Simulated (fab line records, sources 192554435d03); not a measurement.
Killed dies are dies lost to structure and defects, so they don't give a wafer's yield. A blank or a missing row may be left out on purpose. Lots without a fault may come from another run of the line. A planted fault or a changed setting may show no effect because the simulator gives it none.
fab line records | flow n5_finfet
record lots=12 wafers=34 last_day=17
route steps=1938 shown STI_FIN_REVEAL@190 DUMMY_GATE@232 SPACER0@259
lots that met no fault: from a run of the same line without faults
start_h: hours from the record's first day to the start of the lot's first wafer shown | wait_h: hours since the lot's step before | " the same as in the row above | L1.1+2: a row that stands for several wafers | - no value, or no start given | * or withheld: withheld | < > ~ a bound
route shown NAME@n: a module of which the file shows steps, and the number in the route of the first | usual: mean/standard deviation of fault-free wafers | same: alike in all rows | chamber/n: place in a boat | sites: the reading at each site | _std_site: their standard deviation | _edge_site: outer sites' mean less inner sites' | radius_mm: how far each site lies from the wafer's centre | mask NAME#n: copy n | behind: the tool/chamber that last shaped the wafer | hold: why the lot was held/for how many hours/how that ended | device: the transistor (n, p or np) that didn't switch | end of line: the same wafers' tests at the end of the route | a step without rows: its recipe alone | killed: dies lost to structure and defects at the first sort, not the wafer's yield | map: a wafer's dies, x killed, . not, _ none there
set.NAME: the setting as run; set.NAME@STEP: as run at that earlier step | model.NAME: the simulator's own value behind a step, which no gauge read
steps of the route over a sample of lots; a table a step, a row a wafer
services: from which hour (start_h, from the record's first day; less than 0 if before it) a tool's chamber was out of use, for how many hours, and why
## steps
# step N5_STI_FIN_REVEAL_ETCHBACK_08
# recipe chemistry=C4F6/O2 target=SiO2 target_depth_a=305 time_s=10.167 ion_energy_ev=250 pressure_mtorr=30 source_w=345 bias_w=185 Ar_flow_sccm=300 C4F6_flow_sccm=10 O2_flow_sccm=10
# usual C4F6_flow_sccm=9.995/0.027 drypump_motor_current_A=5.55/0.3 oes_product_au=0.79/0.084 rf_vpp_V=666/22 showerhead_plenum_p_Torr=2.82/0.081 throttle_valve_pct=21.14/0.28
# columns lot.wafer tool chamber start_h wait_h C4F6_flow_sccm drypump_motor_current_A oes_product_au rf_hours_counter_h rf_vpp_V showerhead_plenum_p_Torr throttle_valve_pct
L933.3 rie_diel-02 3 33.75 0.1 9.978 5.75 0.71 219 680 2.81 21.38
L933.4 " 2 " " 9.995 5.68 0.75 158 650 2.81 21.13
L933.5 " 0 " " 10.035 5.71 0.75 - 628 2.71 21.18
L935.2 rie_diel-03 3 47.77 0.2 10.013 5.96 0.77 119 653 2.84 20.92
L935.3 " 2 " " 9.979 5.72 1.01 1 692 2.92 20.92
L935.6 " 0 " " 10.003 5.08 0.72 - 677 2.95 21.05
L940.2 rie_diel-03 1 76.70 0.4 9.958 5.21 0.84 77 681 2.74 20.85
L940.3 " 3 " " 10.030 5.93 0.76 129 650 2.83 20.93
L945.1 rie_diel-02 0 109.23 0.2 9.922 5.72 0.72 185 625 2.70 21.23
L945.3 " 2 " " 10.001 5.70 0.73 184 653 2.80 21.19
L945.4 " 3 " " 9.968 5.75 0.69 246 680 2.80 21.42
L948.2 rie_diel-06 0 125.27 0.2 9.965 6.06 0.90 18 664 2.76 20.70
L948.5 " 1 " " 10.034 5.41 0.93 - 663 2.91 21.05
L948.6 " 2 " " 9.992 5.54 0.87 - 650 2.89 21.13
L949.3 rie_diel-02 2 130.61 0.1 9.961 5.74 0.73 194 652 2.79 21.22
L949.5 " 1 " " 10.037 5.22 0.78 - 691 2.79 21.83
L951.2 rie_diel-02 1 143.01 0.2 9.980 5.24 0.77 117 689 2.78 21.81
L951.4 " 2 " " 9.923 5.71 0.71 - 652 2.79 21.22
L951.5 " 1 " " 10.007 5.18 0.77 - 689 2.78 21.82
L952.3 rie_diel-03 0 148.23 0.1 9.986 5.11 0.70 226 676 2.94 21.08
L952.5 " 2 " " 9.977 5.70 0.92 - 692 2.90 20.97
L952.6 " 3 " " 9.996 5.92 0.75 - 652 2.82 20.98
L953.2 rie_diel-02 2 153.98 0.5 9.975 5.68 0.71 206 651 2.79 21.20
L953.4 " 0 " " 10.010 5.70 0.71 203 626 2.69 21.26
L953.6 " 2 " " 10.014 5.70 0.71 - 650 2.79 21.24
L954.1 rie_diel-03 0 161.31 0.2 9.993 5.08 0.69 231 677 2.93 21.11
L954.2 " 2 " " 9.990 5.72 0.90 38 691 2.90 21.00
L954.4 " 3 " " 9.991 5.96 0.73 158 653 2.82 20.97
L955.1 rie_diel-06 3 165.71 0.2 9.945 5.93 0.70 214 637 2.70 21.29
L955.5 " 1 " " 9.996 5.42 0.90 - 661 2.90 21.07
L955.6 " 2 " " 9.988 5.55 0.86 - 648 2.89 21.15
L956.2 rie_diel-06 1 172.34 0.2 9.986 5.41 0.90 35 663 2.90 21.08
L956.5 " 3 " " 10.012 5.92 0.69 - 637 2.70 21.30
L956.6 " 2 " " 10.006 5.52 0.85 - 648 2.89 21.15
# step N5_DUMMY_GATE_OVL_MEAS_16
# recipe points_per_wafer=522
# usual GATE_OVL=0.2/0.71
# columns lot.wafer tool chamber start_h wait_h GATE_OVL[nm]
L933.3 overlay-01 0 45.36 0.0 1.1
L933.4 " 0 " " 0.9
L933.5 " 0 " " 0.3
L935.2 overlay-02 0 59.46 0.0 0.6
L935.3 " 0 " " 0.3
L935.6 " 0 " " -0.4
L940.2 overlay-02 0 88.72 0.0 -0.3
L940.3 " 0 " " 1.1
L945.1 overlay-01 0 121.15 0.0 -0.9
L945.3 " 0 " " -0.9
L945.4 " 0 " " 0.7
L948.2 overlay-02 0 137.06 0.0 -0.2
L948.5 " 0 " " -0.3
L948.6 " 0 " " 0.4
L949.3 overlay-02 0 142.75 0.0 0.9
L949.5 " 0 " " 1.5
L951.2 overlay-01 0 155.12 0.0 1.3
L951.4 " 0 " " 1.7
L951.5 " 0 " " 0.3
L952.3 overlay-01 0 159.99 0.0 0.4
L952.5 " 0 " " -0.3
L952.6 " 0 " " -0.7
L953.2 overlay-01 0 165.68 0.0 0.2
L953.4 " 0 " " -0.8
L953.6 " 0 " " 1.0
L954.1 overlay-02 0 173.03 0.0 0.7
L954.2 " 0 " " 0.3
L954.4 " 0 " " 0.1
L955.1 overlay-02 0 177.39 0.0 1.1
L955.5 " 0 " " 1.3
L955.6 " 0 " " 0.3
L956.2 overlay-01 0 183.92 0.0 -1.4
L956.5 " 0 " " -0.5
L956.6 " 0 " " -1.7
# step N5_DUMMY_GATE_TRIM_49
# recipe chemistry=O2 resist=SOC time_s=29 target_cd_nm=14 source_power_w=300 bias_power_w=0 O2_flow_sccm=100 temp_c=20
# usual drypump_motor_current_A=5.7/0.32 oes_product_au=0.999/0.019 throttle_valve_pct=8.13/0.19
# columns lot.wafer tool chamber start_h wait_h drypump_motor_current_A oes_product_au rf_hours_counter_h throttle_valve_pct
L933.3 rie_si-05 0 45.90 0.0 5.7 1.029 2 8.11
L933.4 " 3 " " 5.1 0.997 104 8.32
L933.5 " 2 " " 5.4 0.988 - 7.87
L935.2 rie_si-01 2 59.78 0.0 5.7 0.950 11 7.91
L935.3 " 0 " " 5.2 1.026 8 8.12
L935.6 " 1 " " 5.9 0.990 - 8.15
L940.2 rie_si-01 2 89.09 0.0 5.7 0.951 12 7.90
L940.3 " 1 " " 5.9 0.992 172 8.15
L945.1 rie_si-01 1 121.47 0.0 5.9 1.012 172 8.15
L945.3 " 3 " " 5.9 1.021 179 8.54
L945.4 " 2 " " 5.7 0.954 12 7.90
L948.2 rie_si-06 3 137.70 0.0 5.5 1.007 26 7.84
L948.5 " 1 " " 6.1 0.996 - 8.20
L948.6 " 2 " " 5.8 0.975 - 8.32
L949.3 rie_si-06 1 143.06 0.0 6.1 1.004 36 8.22
L949.5 " 2 " " 5.8 0.990 - 8.32
L951.2 rie_si-06 1 155.43 0.0 6.1 0.997 36 8.22
L951.4 " 3 " " 5.5 1.009 26 7.83
L951.5 " 1 " " 6.1 0.995 - 8.23
L952.3 rie_si-05 2 160.30 0.0 5.4 1.004 20 7.89
L952.5 " 1 " " 6.0 0.994 - 8.19
L952.6 " 0 " " 5.7 1.026 - 8.13
L953.2 rie_si-05 1 165.99 0.0 6.0 0.999 137 8.19
L953.4 " 0 " " 5.6 1.029 4 8.12
L953.6 " 0 " " 5.7 1.029 - 8.11
L954.1 rie_si-05 1 173.35 0.0 5.9 1.000 137 8.21
L954.2 " 3 " " 5.0 0.992 106 8.34
L954.4 " 2 " " 5.5 1.004 20 7.89
L955.1 rie_si-05 1 177.70 0.0 6.0 1.004 137 8.20
L955.5 " 2 " " 5.4 0.997 - 7.89
L955.6 " 3 " " 5.1 0.990 - 8.35
L956.2 rie_si-06 0 184.56 0.0 5.8 1.002 3 8.02
L956.5 " 1 " " 6.1 0.992 - 8.23
L956.6 " 0 " " 5.9 0.996 - 8.01
# step N5_SPACER0_ALD_00
# recipe material=SiOCN target_thk_a=35 temp_c=400 ald_precursor_family=alkyl-aminosilane ald_co_reactant=O2/N2-plasma pulse_time_s=3 purge_time_s=2 co_reactant_purge_time_s=2 ald_cycles=58 pressure_torr=2
# usual ald_cycles=58/0 heater_power_outer_w=505/28 heater_power_w=803/61 precursor_pulse_height_rel=1.001/0.018 susceptor_temp_C=400.00/0.21
# same co_reactant_purge_time_s=2
# columns lot.wafer tool chamber start_h wait_h ald_cycles heater_power_outer_w heater_power_w precursor_pulse_height_rel susceptor_temp_C
L933.3 ald_sin-01 1 47.03 0.1 58 490 851 1.007 400.11
L933.4 " 3 " " 58 486 772 1.013 399.47
L933.5 " 1 " " 58 510 817 0.974 400.49
L935.2 ald_sin-01 2 60.98 0.1 67 564 829 1.017 400.12
L935.3 " 3 " " 67 493 769 1.030 399.67
L935.6 " 3 " " 58 485 758 0.987 399.86
L940.2 ald_sin-01 0 90.21 0.1 67 443 668 0.981 399.72
L940.3 " 1 " " 67 504 829 1.042 399.97
L945.1 ald_sin-03 1 122.88 0.1 58 482 744 0.984 400.06
L945.3 " 2 " " 58 510 828 1.008 400.07
L945.4 " 3 " " 58 516 898 0.997 399.96
L948.2 ald_sin-03 2 138.86 0.1 58 520 823 0.996 400.64
L948.5 " 1 " " 58 486 759 0.987 399.99
L948.6 " 2 " " 58 507 804 1.004 400.31
L949.3 ald_sin-04 0 144.20 0.1 58 481 802 0.985 399.78
L949.5 " 2 " " 58 551 872 0.964 400.14
L951.2 ald_sin-03 2 156.57 0.1 58 512 847 0.998 399.61
L951.4 " 3 " " 58 536 905 1.009 400.05
L951.5 " 1 " " 58 483 753 0.989 400.06
L952.3 ald_sin-01 3 161.67 0.1 58 486 765 0.957 399.83
L952.5 " 3 " " 58 476 768 0.983 399.86
L952.6 " 0 " " 58 442 675 0.999 399.81
L953.2 ald_sin-04 0 167.11 0.1 58 493 814 0.977 400.18
L953.4 " 1 " " 58 513 810 0.992 399.79
L953.6 " 1 " " 58 516 840 0.997 399.89
L954.1 ald_sin-01 1 174.67 0.1 58 521 816 1.009 399.96
L954.2 " 0 " " 58 452 676 0.988 399.97
L954.4 " 3 " " 58 496 773 1.017 399.97
L955.1 ald_sin-01 3 180.50 0.1 58 476 784 1.020 399.99
L955.5 " 2 " " 58 543 840 1.025 399.84
L955.6 " 3 " " 58 480 766 0.991 400.19
L956.2 ald_sin-01 2 185.69 0.1 58 547 833 1.008 399.96
L956.5 " 1 " " 58 498 841 1.010 400.24
L956.6 " 0 " " 58 451 667 1.033 400.08
## services
# columns tool chamber start_h hours kind
rie_diel-02 - 13.59 0.5 repair
ald_sin-01 0 17.00 4.3 repair
ald_sin-01 - 21.92 6.1 pm
rie_diel-06 2 33.31 9.9 repair
ald_sin-01 - 39.01 4.3 pm
rie_si-05 1 44.73 1.0 repair
rie_si-01 3 50.64 5.8 repair
ald_sin-01 0 57.93 6.9 repair
rie_diel-03 - 61.54 5.7 repair
rie_diel-02 0 68.45 6.2 repair
rie_si-05 3 73.72 4.7 repair
ald_sin-01 2 86.81 36.7 repair
rie_diel-02 - 91.15 2.8 pm
rie_diel-06 0 91.22 16.7 repair
rie_si-05 0 104.16 2.8 repair
rie_si-06 - 108.52 0.1 repair
ald_sin-03 2 111.45 3.5 repair
rie_diel-02 1 112.26 2.7 repair
rie_si-06 1 114.25 13.2 repair
rie_si-05 3 127.23 6.0 repair
rie_diel-06 3 143.16 8.3 repair
rie_diel-06 - 174.34 14.6 pm
rie_si-06 3 175.58 8.2 repair
ald_sin-03 - 176.92 14.0 pm
## key
first_sign step=N5_SPACER0_ALD_00 reading=ald_cycles direction=up sigmas=99+ usual=* struck=*
effect none on later readings
met_at N5_SPACER0_ALD_00
struck_lots L935,L940
struck_wafers L935.2,L935.3,L940.2,L940.3
tester_left_out L935,L940
not_acting_at N5_STI_FIN_REVEAL_ETCHBACK_08,N5_DUMMY_GATE_OVL_MEAS_16,N5_DUMMY_GATE_TRIM_49
onset_between 47.03 60.98
fault kind=process_parameter_drift tool=ald_sin-01 chamber=- onset_h=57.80 steps=N5_SPACER0_ALD_00 channel=ald_cycles offset=* shape=step end_h=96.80 scope=struck_wafers_only acts_in=* stated=*
# tester_left_out: of these lots the tester's yield and bins aren't shown, on N5 and GAA mostly nor the transistor test; their killed dies are dies lost to structure and defects alone, not to doping, threshold or leakage, so they don't give the yield
